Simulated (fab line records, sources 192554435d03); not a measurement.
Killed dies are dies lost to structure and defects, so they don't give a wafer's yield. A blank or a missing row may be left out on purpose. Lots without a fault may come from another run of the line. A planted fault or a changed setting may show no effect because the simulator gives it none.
A struck lot beside a sound one | flow n5_finfet | 15 steps out of a route of 1938
Sound: wafers L822.1, L822.2, L822.6. Struck: wafer L824.6. (L824.1, L824.5 of the same lot were not struck and are left out.) The cause comes at the end.
At each step with rows: each side's tool, then ch and its chambers, then its first start. Under that, the readings that differ: sound wafers | struck wafers | difference of the means | sigmas: that difference in standard deviations of wafers without a fault.
alike: readings whose means differ by less than 2 such deviations, and words and numbers that are the same on both sides. not compared: withheld readings, readings that some wafer has no value for, bounds like >300 that may hide the same value, and numbers for which the record gives no deviation and whose values overlap.
The two part at a step that has a row with sigmas, a row that says differs or no value, or rows on one side only. Numbers that don't overlap but have no deviation are shown without sigmas and don't part them. A reading that every wafer of one side lacks parts them only if that side has two wafers or more.

N5_BEOL_M11_TRENCH_ETCH_37: etches SiCOH lowk in C4F6/O2, target depth 148.83 nm, time 48 s.
  sound on rie_diel-01 ch 1,3; struck on rie_diel-01 ch 2
  reading                         | sound             | struck | difference | sigmas
  showerhead_plenum_p_Torr (Torr) | 2.98 2.82 2.97    | 2.79   | -0.13      | -2
  throttle_valve_pct (%)          | 20.84 20.71 20.82 | 21.19  | +0.40      | +2
  alike: drypump_motor_current_A, oes_product_au, rf_vpp_V
  not compared: rf_hours_counter_h
N5_BEOL_M11_ETCH_41: etches SiCN in CH3F/O2, target depth 42.6 nm, time 86 s.
  sound on rie_diel-01 ch 1,3; struck on rie_diel-01 ch 2
  reading                         | sound             | struck | difference | sigmas
  rf_vpp_V (V)                    | 300.7 296.4 299.2 | 295.6  | -3.2       | -2
  showerhead_plenum_p_Torr (Torr) | 2.10 1.98 2.10    | 1.96   | -0.10      | -2
  alike: drypump_motor_current_A, oes_product_au, throttle_valve_pct
  not compared: rf_hours_counter_h
N5_BEOL_M11_STRIP_77: strips in N2/H2, time 10 s.
  sound on rie_diel-01 ch 1,3; struck on rie_diel-01 ch 2
  reading                         | sound          | struck | difference | sigmas
  showerhead_plenum_p_Torr (Torr) | 2.68 2.50 2.68 | 2.46   | -0.16      | -2
  alike: drypump_motor_current_A, oes_product_au, rf_vpp_V, throttle_valve_pct
  not compared: rf_hours_counter_h
N5_BEOL_M11_OCD_MEAS_38:
  sound on ocd-02, day 11 05:28; struck on ocd-01, day 12 05:04
  alike: trench_depth_nm
then, 4 steps without rows for these wafers: N5_BEOL_M11_HM_STRIP_39 (strips TiN in peroxide tin strip, target depth 25 nm, time 158 s); N5_BEOL_M11_SRD_40 (time 30 s); N5_BEOL_M11_PRECLEAN_42 (cleans in residue remover, time 60 s); N5_BEOL_M11_SRD_43 (time 30 s).
N5_BEOL_M11_CD_MEAS_35: target cd 70 nm.
  sound on cd_sem-02, day 11 05:37; struck on cd_sem-02, day 12 05:14
  alike: cd_nm
then, 1 step without rows for these wafers: N5_BEOL_M11_CURE_72 (cures SiCOH lowk, time 120 s).
N5_BEOL_M11_DEGAS_44: time 60 s.
  sound on pvd_sputter-03, day 11 06:26; struck on pvd_sputter-03, day 12 05:47
  alike: heater_power_w
N5_BEOL_M11_PRE_CLEAN_45: time 30 s.
  sound on pvd_sputter-03, day 11 06:29; struck on pvd_sputter-03, day 12 05:49
  alike: heater_power_w
N5_BEOL_M11_ALD_74: deposits TaN, target thk 2 nm, pulse time 2 s, purge time 3 s.
  sound on ald_metal-03 ch 0,1, day 11 06:34; struck on ald_metal-03 ch 3, day 12 05:53
  reading                                  | sound    | struck | difference | sigmas
  ald_cycles                               | 40 40 40 | 48     | +8         |
  model.TaN_of_BEOL_M11_ALD_74.thk_nm (nm) | 2 2 2    | 2.4    | +0.4       |
  alike: chamber_pressure_Torr, heater_power_w
then, 2 steps without rows for these wafers: N5_BEOL_M11_SURFACE_TREAT_76; N5_PASSIVATION_PROBE_49.

WHERE THEY PART
First at N5_BEOL_M11_TRENCH_ETCH_37; last, within this record, at N5_BEOL_M11_STRIP_77. Later steps at which nothing parts them and some readings are alike: N5_BEOL_M11_OCD_MEAS_38, N5_BEOL_M11_CD_MEAS_35, N5_BEOL_M11_DEGAS_44, N5_BEOL_M11_PRE_CLEAN_45, N5_BEOL_M11_ALD_74.

WHY: what the simulator had put in
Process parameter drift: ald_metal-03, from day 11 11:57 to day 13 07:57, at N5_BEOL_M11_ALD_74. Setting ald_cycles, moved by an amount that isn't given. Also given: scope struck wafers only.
